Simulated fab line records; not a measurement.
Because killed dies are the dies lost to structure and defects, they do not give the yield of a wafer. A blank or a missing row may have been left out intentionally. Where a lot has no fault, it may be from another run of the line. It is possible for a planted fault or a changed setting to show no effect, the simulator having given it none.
Chamber matching ; flow n5 finfet ; ald sin-03 running N5_GATE_CUT_SAC_CAP_01: 4 sister chambers
The step material SiNx, target thk 24 nm, pulse time 1 s, ald cycles 480. 18 wafers are shown with their chamber, then 9 later ones without.

== WAFERS, EACH WITH ITS CHAMBER ==
wafer;chamber;heater power w (W);precursor pulse height rel
L074.2;0;822;0.987
L074.3;2;788;0.999
L074.6;0;786;0.997
L075.2;0;793;0.994
L075.4;1;922;1.000
L075.5;0;789;0.973
L078.1;3;900;0.942
L078.2;1;899;0.989
L078.5;2;797;0.993
L079.2;2;797;0.982
L079.3;3;922;0.975
L079.6;2;824;0.997
L082.3;2;799;0.997
L082.5;3;892;1.010
L082.6;2;830;0.988
L083.1;3;913;0.989
L083.2;0;789;1.023
L083.6;0;791;0.991

SIGNATURES (means of the wafers above)
reading;chamber 0;chamber 1;chamber 2;chamber 3;scatter within a chamber
heater power w;795.00;910.50;805.83;906.75;15
precursor pulse height rel;0.99417;0.99450;0.99267;0.97900;0.017
Rule: for a wafer and a chamber, the distance is found by dividing, reading by reading, the gap between the wafer's reading and the chamber's mean by the reading's scatter, squaring, summing and taking the root. If the next closest chamber is less than 2 further off than the closest, the wafer can't be placed; otherwise it belongs to the closest. The scatter: take each reading less its chamber's mean, square it, sum over the shown wafers, divide by the number of wafers less the number of chambers, and take the root.

== WAFERS WITH NO CHAMBER GIVEN ==
wafer;heater power w (W);precursor pulse height rel
L084.1;911;1.049
L084.4;908;0.975
L084.5;811;0.990
L086.3;905;1.005
L086.4;794;1.037
L086.5;901;0.975
L094.1;874;1.023
L094.4;887;0.970
L094.5;767;1.020

== THE CHAMBER EACH PASSED THROUGH ==
wafer;from the rows above;in truth
L084.1;can't be placed: 1 or 3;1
L084.4;can't be placed: 3 or 1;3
L084.5;can't be placed: 2 or 0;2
L086.3;can't be placed: 1 or 3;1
L086.4;can't be placed: 0 or 2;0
L086.5;can't be placed: 3 or 1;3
L094.1;can't be placed: 1 or 3 or 2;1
L094.4;can't be placed: 3 or 1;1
L094.5;can't be placed: 0 or 2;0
0 of 9 placed correctly. Not placeable from these rows: 9 (in 9, the candidates include the true chamber). Number placed wrongly: 0.
